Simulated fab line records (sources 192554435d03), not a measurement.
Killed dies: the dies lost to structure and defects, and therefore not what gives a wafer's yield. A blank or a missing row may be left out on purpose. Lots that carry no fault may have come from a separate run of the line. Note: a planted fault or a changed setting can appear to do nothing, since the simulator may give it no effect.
Comparing a struck lot with a sound one | flow n5 finfet | 14 out of 1938 route steps
Sound: wafers L841.1, L841.2, L841.4. Wafers struck: L839.2, L839.5, L839.6. The cause is named last.
For every step that has rows: the tool of each side, followed by ch and its chambers, followed by its first start. Under that, the readings that differ: sound wafers | struck wafers | difference of the means | sigmas: that difference in standard deviations of wafers without a fault.
alike: readings with means less than 2 such deviations apart, plus words and numbers identical on both sides. not compared: withheld readings, readings lacking a value on some wafer, bounds such as >300 that could conceal the same value, and numbers that have no deviation in the record and whose values overlap.
Wherever a step has rows on one side only, a row that says differs or no value, or a row with sigmas, the two part there. When numbers do not overlap yet have no deviation, they are printed without sigmas and do not part them. A reading missing from all wafers of one side parts the sides only when that side holds two or more wafers.

N5_FIN_SAQP_CD_MEAS_37 targets a cd of 8 nm.
  sound: cd sem-02 at day 5 16:49; struck: cd sem-02 at day 5 05:32
  alike: cd nm
then, 3 steps without rows for these wafers: N5_FIN_SAQP_PRECLEAN_38 (cleans in O3/DIW, time 45 s); N5_FIN_SAQP_PRECLEAN_45 (cleans in dHF, time 10 s); N5_FIN_SAQP_SRD_39 (time 30 s).
N5_FIN_SAQP_OCD_MEAS_76:
  sound: ocd-02 at day 5 16:55; struck: ocd-01 at day 5 05:38
  alike: trench depth nm
N5_FIN_SAQP_INSPECT_40: inspects for defects (brightfield).
  sound: defect inspect-02 at day 5 16:56; struck: defect inspect-01 at day 5 05:40
  alike: raw defect count
then, 6 steps without rows for these wafers: N5_FIN_CUT_COAT_18 (time 60 s, resist thk 230 nm); N5_FIN_CUT_COAT_19 (time 60 s, resist thk 20 nm); N5_FIN_CUT_COAT_29 (time 60 s, resist thk 10 nm); N5_FIN_CUT_COAT_02 (resist thk 30 nm); N5_FIN_CUT_EBR_04; N5_FIN_CUT_SOFTBAKE_03 (time 60 s).
N5_FIN_CUT_EXPOSE_05: exposes mask FIN CUT.
  struck on euv scanner-02, day 5 05:50; sound on euv scanner-01 ch 0, day 5 17:14
  no value came back on the struck wafers for exposure dose mJ cm2, focus offset nm (nm); on the sound wafers exposure dose mJ cm2 reads 45.92 45.92 45.89
  alike: mask
then, 1 step without rows for these wafers: N5_FIN_CUT_PEB_06 (peb time 60 s).

## WHERE THEY PART
Only at N5_FIN_CUT_EXPOSE_05, within this record.

WHY: the cause the simulator had injected
Entire step skipped (euv scanner-02, N5_FIN_CUT_EXPOSE_05), from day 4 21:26 onward. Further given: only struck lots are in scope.
